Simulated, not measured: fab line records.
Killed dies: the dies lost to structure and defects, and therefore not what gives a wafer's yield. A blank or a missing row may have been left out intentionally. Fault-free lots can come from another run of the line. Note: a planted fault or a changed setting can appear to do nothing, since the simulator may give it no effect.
Which tool was responsible? / flow n5 finfet / 9 lots, 26 wafers sampled, at 5 steps of a route of 1938

== WHAT THE GAUGES READ, wafer by wafer ==
N5_BEOL_M4_RC_MEAS_101. Usual: DIBL_N 35.7 mV/V, standard deviation 1.5; DIBL_P 35.7 mV/V, standard deviation 2; IOFF_N 0.155 nA/um, standard deviation 0.026; IOFF_P 0.20 nA/um, standard deviation 0.031; ION_N 675 uA/um, standard deviation 11; ION_P 462 uA/um, standard deviation 7.1; SS_N 71.3 mV/dec, standard deviation 0.57; SS_P 73.1 mV/dec, standard deviation 0.56; VT_N 250 mV, standard deviation 3; VT_P -251 mV, standard deviation 3.
lot=L937; measured=day 10 09:34; on=prober-01; DIBL_N (mV/V)=36.5 35.9 37.2; DIBL_P (mV/V)=35.5 34.9 35.3; IOFF_N (nA/um)=0.148 0.127 0.156; IOFF_P (nA/um)=0.22 0.20 0.22; ION_N (uA/um)=666 666 662; ION_P (uA/um)=462 464 453; SS_N (mV/dec)=71.8 71.2 71.4; SS_P (mV/dec)=73.4 73.2 73.3; VT_N (mV)=252 252 254; VT_P (mV)=-249 -250 -246; flag=
lot=L939; measured=day 10 16:27; on=prober-01; DIBL_N (mV/V)=34.5 37.3 37.2; DIBL_P (mV/V)=35.2 38.2 37.7; IOFF_N (nA/um)=0.134 0.171 0.164; IOFF_P (nA/um)=0.16 0.20 0.20; ION_N (uA/um)=678 684 682; ION_P (uA/um)=463 462 461; SS_N (mV/dec)=71.0 72.0 71.2; SS_P (mV/dec)=72.7 74.3 74.1; VT_N (mV)=251 247 250; VT_P (mV)=-255 -254 -252; flag=
lot=L942; measured=day 11 15:58; on=prober-02; DIBL_N (mV/V)=40.4 35.7 37.5; DIBL_P (mV/V)=41.2 35.2 37.8; IOFF_N (nA/um)=0.250 0.151 0.180; IOFF_P (nA/um)=0.28 0.19 0.21; ION_N (uA/um)=700 672 685; ION_P (uA/um)=466 460 466; SS_N (mV/dec)=72.0 70.9 71.6; SS_P (mV/dec)=74.0 72.9 73.3; VT_N (mV)=243 250 250; VT_P (mV)=-248 -254 -252; flag=
lot=L943; measured=day 12 03:38; on=prober-02; DIBL_N (mV/V)=34.9 35.6 35.3; DIBL_P (mV/V)=35.7 35.3 36.2; IOFF_N (nA/um)=0.146 0.153 0.148; IOFF_P (nA/um)=0.18 0.18 0.20; ION_N (uA/um)=680 667 676; ION_P (uA/um)=461 459 465; SS_N (mV/dec)=70.7 70.9 70.3; SS_P (mV/dec)=72.8 73.2 73.6; VT_N (mV)=249 250 250; VT_P (mV)=-250 -250 -252; flag=
lot=L946; measured=day 12 03:52; on=prober-01; DIBL_N (mV/V)=35.5 37.5 35.3; DIBL_P (mV/V)=35.8 39.5 35.7; IOFF_N (nA/um)=0.158 0.209 0.144; IOFF_P (nA/um)=0.20 0.26 0.20; ION_N (uA/um)=681 700 661; ION_P (uA/um)=464 476 460; SS_N (mV/dec)=70.7 71.8 71.2; SS_P (mV/dec)=73.1 73.2 72.8; VT_N (mV)=246 242 249; VT_P (mV)=-251 -247 -250; flag=
lot=L945; measured=day 12 13:44; on=prober-01; DIBL_N (mV/V)=36.7 37.4 37.1; DIBL_P (mV/V)=36.3 37.0 36.7; IOFF_N (nA/um)=0.157 0.171 0.169; IOFF_P (nA/um)=0.21 0.23 0.23; ION_N (uA/um)=682 683 677; ION_P (uA/um)=472 469 467; SS_N (mV/dec)=72.4 72.5 71.9; SS_P (mV/dec)=72.9 73.6 73.5; VT_N (mV)=248 248 246; VT_P (mV)=-248 -247 -247; flag=
lot=L948; measured=day 12 22:20; on=prober-01; DIBL_N (mV/V)=34.8 36.9 36.3; DIBL_P (mV/V)=33.1 36.3 35.8; IOFF_N (nA/um)=0.112 0.160 0.146; IOFF_P (nA/um)=0.18 0.23 0.22; ION_N (uA/um)=654 682 679; ION_P (uA/um)=458 474 468; SS_N (mV/dec)=71.0 71.2 71.5; SS_P (mV/dec)=72.4 73.0 72.6; VT_N (mV)=255 248 250; VT_P (mV)=-251 -247 -249; flag=
lot=L947; measured=day 13 05:15; on=prober-02; DIBL_N (mV/V)=33.4 34.1 34.6; DIBL_P (mV/V)=34.3 34.8 35.3; IOFF_N (nA/um)=0.121 0.133 0.136; IOFF_P (nA/um)=0.14 0.15 0.15; ION_N (uA/um)=668 677 677; ION_P (uA/um)=450 455 456; SS_N (mV/dec)=71.4 71.6 71.7; SS_P (mV/dec)=72.9 72.9 72.8; VT_N (mV)=253 250 250; VT_P (mV)=-256 -257 -258; flag=
lot=L951; measured=day 14 00:10; on=prober-01; DIBL_N (mV/V)=36.4 37.0; DIBL_P (mV/V)=38.0 39.4; IOFF_N (nA/um)=0.163 0.172; IOFF_P (nA/um)=0.20 0.22; ION_N (uA/um)=666 676; ION_P (uA/um)=459 464; SS_N (mV/dec)=71.1 71.1; SS_P (mV/dec)=73.1 73.1; VT_N (mV)=246 249; VT_P (mV)=-252 -251; flag=

N5_BEOL_M10_THK_MEAS_53: measures by xrf. Usual: M10_THK typically reads 137 nm, with standard deviation 3.2.
lot=L937; measured=day 12 14:44; on=film metro-02; M10_THK (nm)=143 139 144; flag=
lot=L939; measured=day 12 19:44; on=film metro-01; M10_THK (nm)=144 142 142; flag=
lot=L942; measured=day 14 00:53; on=film metro-01; M10_THK (nm)=141 133 142; flag=
lot=L943; measured=day 14 14:01; on=film metro-01; M10_THK (nm)=133 134 135; flag=
lot=L946; measured=day 14 17:00; on=film metro-02; M10_THK (nm)=141 140 138; flag=
lot=L945; measured=day 14 22:43; on=film metro-01; M10_THK (nm)=136 136 130; flag=
lot=L948; measured=day 15 06:40; on=film metro-02; M10_THK (nm)=140 137 140; flag=
lot=L947; measured=day 15 18:37; on=film metro-01; M10_THK (nm)=135 134 133; flag=
lot=L951; measured=day 16 15:53; on=film metro-01; M10_THK (nm)=137 133; flag=

== WHICH TOOL RAN EACH LOT (tool, then ch and the chambers of the sampled wafers, then the start) ==
lot=L937; N5_BEOL_M10_ETCH_66=rie diel-01 ch 1,2, day 12 10:30; N5_BEOL_M10_STRIP_77=rie diel-01 ch 1,2, day 12 13:32 or earlier; N5_BEOL_M10_CVD_75=cvd co-01 ch 1,2, day 12 13:32
lot=L939; N5_BEOL_M10_ETCH_66=rie diel-01 ch 1,2,3, day 12 16:58; N5_BEOL_M10_STRIP_77=rie diel-01 ch 1,2,3, day 12 18:41 or earlier; N5_BEOL_M10_CVD_75=cvd co-01 ch 0,1, day 12 18:41
lot=L942; N5_BEOL_M10_ETCH_66=rie diel-01 ch 0,3, day 13 22:26; N5_BEOL_M10_STRIP_77=rie diel-01 ch 0,3, day 13 23:55 or earlier; N5_BEOL_M10_CVD_75=cvd co-01 ch 0,1,2, day 13 23:55
lot=L943; N5_BEOL_M10_ETCH_66=rie diel-03 ch 0,2,3, day 14 11:11; N5_BEOL_M10_STRIP_77=rie diel-03 ch 0,2,3, day 14 12:52 or earlier; N5_BEOL_M10_CVD_75=cvd co-01 ch 0,1,2, day 14 12:52
lot=L946; N5_BEOL_M10_ETCH_66=rie diel-03 ch 2,3, day 14 13:24; N5_BEOL_M10_STRIP_77=rie diel-03 ch 2,3, day 14 15:56 or earlier; N5_BEOL_M10_CVD_75=cvd co-02 ch 1, day 14 15:56
lot=L945; N5_BEOL_M10_ETCH_66=rie diel-03 ch 0,1,3, day 14 20:02; N5_BEOL_M10_STRIP_77=rie diel-03 ch 0,1,3, day 14 21:30 or earlier; N5_BEOL_M10_CVD_75=cvd co-02 ch 1,2, day 14 21:30
lot=L948; N5_BEOL_M10_ETCH_66=rie diel-01 ch 0,2,3, day 15 02:10; N5_BEOL_M10_STRIP_77=rie diel-01 ch 0,2,3, day 15 05:40 or earlier; N5_BEOL_M10_CVD_75=cvd co-01 ch 0,1,2, day 15 05:40
lot=L947; N5_BEOL_M10_ETCH_66=rie diel-03 ch 0,1,2, day 15 13:13; N5_BEOL_M10_STRIP_77=rie diel-03 ch 0,1,2, day 15 17:36 or earlier; N5_BEOL_M10_CVD_75=cvd co-01 ch 0,1, day 15 17:36
lot=L951; N5_BEOL_M10_ETCH_66=rie diel-03 ch 0,2, day 16 11:17; N5_BEOL_M10_STRIP_77=rie diel-03 ch 0,2, day 16 14:58 or earlier; N5_BEOL_M10_CVD_75=cvd co-01 ch 0,2, day 16 14:58
- N5_BEOL_M10_ETCH_66: etches SOC in N2/H2, target depth 120 nm, overetch 24 nm, time 180 s.
- N5_BEOL_M10_STRIP_77: strips in N2/H2, time 10 s.
- N5_BEOL_M10_CVD_75: deposits Co from CCTBA/H2, target thk 2 nm, time 138.9 s.

== WHAT THE TOOLS THEMSELVES READ (means of the sampled wafers that have a number; where no wafer has one, the mark that the record gives instead) ==
N5_BEOL_M10_ETCH_66. Usual: for drypump motor current A, 5.8 A with a standard deviation of 0.54; for h2 flow sccm, 200.0 sccm with a standard deviation of 0.57; for n2 flow sccm, 200.1 sccm with a standard deviation of 0.57; for oes product au, 0.66 a.u. with a standard deviation of 0.068; for rf vpp V, 525.1 V with a standard deviation of 2.3; for showerhead plenum p Torr, 2.59 Torr with a standard deviation of 0.079; for throttle valve pct, 17.72 % with a standard deviation of 0.25.
lot=L937; tool=rie diel-01; drypump motor current A (A)=5.4; h2 flow sccm (sccm)=199.8; n2 flow sccm (sccm)=199.8; oes product au (a.u.)=0.68; rf vpp V (V)=527.5; showerhead plenum p Torr (Torr)=2.69; throttle valve pct (%)=17.57; flag=
lot=L939; tool=rie diel-01; drypump motor current A (A)=5.9; h2 flow sccm (sccm)=199.5; n2 flow sccm (sccm)=200.2; oes product au (a.u.)=0.70; rf vpp V (V)=526.8; showerhead plenum p Torr (Torr)=2.66; throttle valve pct (%)=17.51; flag=
lot=L942; tool=rie diel-01; drypump motor current A (A)=6.5; h2 flow sccm (sccm)=200.8; n2 flow sccm (sccm)=200.0; oes product au (a.u.)=0.66; rf vpp V (V)=526.2; showerhead plenum p Torr (Torr)=2.61; throttle valve pct (%)=17.61; flag=
lot=L943; tool=rie diel-03; drypump motor current A (A)=5.4; h2 flow sccm (sccm)=200.6; n2 flow sccm (sccm)=199.9; oes product au (a.u.)=0.63; rf vpp V (V)=523.7; showerhead plenum p Torr (Torr)=2.52; throttle valve pct (%)=17.88; flag=
lot=L946; tool=rie diel-03; drypump motor current A (A)=5.6; h2 flow sccm (sccm)=200.0; n2 flow sccm (sccm)=200.4; oes product au (a.u.)=0.61; rf vpp V (V)=521.8; showerhead plenum p Torr (Torr)=2.47; throttle valve pct (%)=17.92; flag=
lot=L945; tool=rie diel-03; drypump motor current A (A)=5.5; h2 flow sccm (sccm)=199.5; n2 flow sccm (sccm)=200.6; oes product au (a.u.)=0.61; rf vpp V (V)=524.3; showerhead plenum p Torr (Torr)=2.53; throttle valve pct (%)=17.78; flag=
lot=L948; tool=rie diel-01; drypump motor current A (A)=6.0; h2 flow sccm (sccm)=200.1; n2 flow sccm (sccm)=200.0; oes product au (a.u.)=0.63; rf vpp V (V)=526.0; showerhead plenum p Torr (Torr)=2.63; throttle valve pct (%)=17.70; flag=
lot=L947; tool=rie diel-03; drypump motor current A (A)=5.2; h2 flow sccm (sccm)=199.7; n2 flow sccm (sccm)=200.4; oes product au (a.u.)=0.60; rf vpp V (V)=524.5; showerhead plenum p Torr (Torr)=2.57; throttle valve pct (%)=17.98; flag=
lot=L951; tool=rie diel-03; drypump motor current A (A)=5.1; h2 flow sccm (sccm)=200.2; n2 flow sccm (sccm)=200.3; oes product au (a.u.)=0.63; rf vpp V (V)=524.5; showerhead plenum p Torr (Torr)=2.56; throttle valve pct (%)=17.99; flag=

N5_BEOL_M10_STRIP_77. Usual: for drypump motor current A, 5.8 A with a standard deviation of 0.55; for h2 flow sccm, 199.9 sccm with a standard deviation of 0.68; for n2 flow sccm, 200.0 sccm with a standard deviation of 0.66; for oes product au, 0.82 a.u. with a standard deviation of 0.087; for rf vpp V, 59.4 V with a standard deviation of 0.89; for showerhead plenum p Torr, 2.58 Torr with a standard deviation of 0.079; for throttle valve pct, 23.5 % with a standard deviation of 0.33.
lot=L937; tool=rie diel-01; drypump motor current A (A)=5.4; h2 flow sccm (sccm)=200.6; n2 flow sccm (sccm)=200.1; oes product au (a.u.)=0.84; rf vpp V (V)=60.3; showerhead plenum p Torr (Torr)=2.69; throttle valve pct (%)=23.4; flag=
lot=L939; tool=rie diel-01; drypump motor current A (A)=5.8; h2 flow sccm (sccm)=200.6; n2 flow sccm (sccm)=199.9; oes product au (a.u.)=0.87; rf vpp V (V)=59.6; showerhead plenum p Torr (Torr)=2.65; throttle valve pct (%)=23.3; flag=
lot=L942; tool=rie diel-01; drypump motor current A (A)=6.5; h2 flow sccm (sccm)=200.7; n2 flow sccm (sccm)=201.0; oes product au (a.u.)=0.81; rf vpp V (V)=60.2; showerhead plenum p Torr (Torr)=2.60; throttle valve pct (%)=23.4; flag=
lot=L943; tool=rie diel-03; drypump motor current A (A)=5.4; h2 flow sccm (sccm)=200.5; n2 flow sccm (sccm)=199.8; oes product au (a.u.)=0.78; rf vpp V (V)=58.9; showerhead plenum p Torr (Torr)=2.51; throttle valve pct (%)=23.7; flag=
lot=L946; tool=rie diel-03; drypump motor current A (A)=5.6; h2 flow sccm (sccm)=199.0; n2 flow sccm (sccm)=200.6; oes product au (a.u.)=0.75; rf vpp V (V)=58.9; showerhead plenum p Torr (Torr)=2.46; throttle valve pct (%)=23.7; flag=
lot=L945; tool=rie diel-03; drypump motor current A (A)=5.5; h2 flow sccm (sccm)=199.9; n2 flow sccm (sccm)=200.2; oes product au (a.u.)=0.75; rf vpp V (V)=59.1; showerhead plenum p Torr (Torr)=2.52; throttle valve pct (%)=23.5; flag=
lot=L948; tool=rie diel-01; drypump motor current A (A)=6.0; h2 flow sccm (sccm)=199.4; n2 flow sccm (sccm)=200.3; oes product au (a.u.)=0.78; rf vpp V (V)=59.7; showerhead plenum p Torr (Torr)=2.63; throttle valve pct (%)=23.5; flag=
lot=L947; tool=rie diel-03; drypump motor current A (A)=5.2; h2 flow sccm (sccm)=199.8; n2 flow sccm (sccm)=199.6; oes product au (a.u.)=0.75; rf vpp V (V)=59.7; showerhead plenum p Torr (Torr)=2.57; throttle valve pct (%)=23.8; flag=
lot=L951; tool=rie diel-03; drypump motor current A (A)=5.1; h2 flow sccm (sccm)=199.9; n2 flow sccm (sccm)=200.6; oes product au (a.u.)=0.78; rf vpp V (V)=58.8; showerhead plenum p Torr (Torr)=2.55; throttle valve pct (%)=23.9; flag=

N5_BEOL_M10_CVD_75. Usual: chamber pressure Torr 30.01 Torr, standard deviation 0.067; run length s 161.3 s, standard deviation 0.41.
lot=L937; tool=cvd co-01; chamber pressure Torr (Torr)=-; run length s (s)=-; flag=OFF
lot=L939; tool=cvd co-01; chamber pressure Torr (Torr)=-; run length s (s)=-; flag=OFF
lot=L942; tool=cvd co-01; chamber pressure Torr (Torr)=30.06; run length s (s)=161.8; flag=
lot=L943; tool=cvd co-01; chamber pressure Torr (Torr)=29.97; run length s (s)=161.5; flag=
lot=L946; tool=cvd co-02; chamber pressure Torr (Torr)=29.95; run length s (s)=160.7; flag=
lot=L945; tool=cvd co-02; chamber pressure Torr (Torr)=30.06; run length s (s)=160.9; flag=
lot=L948; tool=cvd co-01; chamber pressure Torr (Torr)=30.02; run length s (s)=161.8; flag=
lot=L947; tool=cvd co-01; chamber pressure Torr (Torr)=30.04; run length s (s)=161.5; flag=
lot=L951; tool=cvd co-01; chamber pressure Torr (Torr)=30.02; run length s (s)=161.8; flag=

== THE ANSWER, worked out from the rows above alone ==
Rule: a lot counts as off when the mean over its wafers that have a number is more than 3 standard deviations away from the usual mean. A lot without any number at a reading at which 4 lots or more have one is off too. Any other lot the step has rows for is counted as sound. Order of review: gauges by route order, followed by the tools' own readings, for which a lot's mean as printed above is used. At the first step where some lot is off, the reading lying furthest off is the one used; lots without a number count as furthest.
Off, at N5_BEOL_M10_CVD_75 on chamber pressure Torr: L937, L939. Without a number there: L937, L939.
If a tool, at that step or one of the process steps before it, ran each lot that is off and ran no sound lot following the first of them, it fits. N5_BEOL_M10_STRIP_77 gives no start for some lots, so the hours and the order of its lots are those of N5_BEOL_M10_CVD_75. Of those tried, none fits.

== WHAT HAD BEEN PUT IN BY THE SIMULATOR ==
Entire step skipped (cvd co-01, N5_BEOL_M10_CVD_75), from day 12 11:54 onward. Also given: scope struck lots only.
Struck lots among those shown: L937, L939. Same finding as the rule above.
